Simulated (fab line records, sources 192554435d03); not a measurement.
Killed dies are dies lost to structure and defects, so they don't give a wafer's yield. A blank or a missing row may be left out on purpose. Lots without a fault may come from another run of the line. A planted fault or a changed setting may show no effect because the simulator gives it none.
Chamber matching | flow n5_finfet | N5_BEOL_M5_STRIP_19 on rie_diel-05: 4 sister chambers
The step strips in O2. 8 wafers are shown with their chamber, then 11 later ones without.

WAFERS WITH THEIR CHAMBER
wafer  | chamber | drypump_motor_current_A (A) | showerhead_plenum_p_Torr (Torr)
L078.4 | 0       | 6.8                         | 2.20
L078.5 | 3       | 5.1                         | 2.23
L081.1 | 1       | 5.4                         | 1.99
L081.3 | 3       | 5.1                         | 2.23
L083.1 | 0       | 6.8                         | 2.20
L083.4 | 1       | 5.4                         | 1.99
L083.5 | 2       | 5.1                         | 2.05
L086.1 | 2       | 5.0                         | 2.04

WAFERS WITHOUT THEIR CHAMBER
wafer  | drypump_motor_current_A (A) | showerhead_plenum_p_Torr (Torr)
L086.2 | 5.4                         | 1.99
L086.3 | 5.1                         | 2.23
L086.4 | 6.8                         | 2.20
L086.5 | 6.8                         | 2.20
L086.6 | 5.1                         | 2.23
L090.2 | 5.0                         | 2.04
L090.3 | 5.1                         | 2.23
L090.5 | 5.4                         | 1.98
L092.2 | 5.1                         | 2.23
L092.4 | 5.4                         | 1.98
L092.5 | 6.8                         | 2.19

WHICH CHAMBER EACH WENT THROUGH
wafer  | from the rows above | in truth
L086.2 | 1                   | 1
L086.3 | 3                   | 3
L086.4 | 0                   | 0
L086.5 | 0                   | 0
L086.6 | 3                   | 3
L090.2 | 2                   | 2
L090.3 | 3                   | 3
L090.5 | 1                   | 1
L092.2 | 3                   | 3
L092.4 | 1                   | 1
L092.5 | 0                   | 0
Placed correctly: 11 of 11. Can't be placed from these rows: 0. Placed wrongly: 0.
How it was worked out, from the rows above alone: a wafer's distance from a chamber is the root of the sum, over the readings, of the square of ((its reading less the chamber's mean) divided by the reading's scatter). The wafer belongs to the nearest chamber; if the next one is less than 2 further off, it can't be placed. A chamber's mean is the mean of its shown wafers. The scatter: the root of (the sum of the squares of (reading less its chamber's mean) over the shown wafers, divided by (wafers less chambers)).
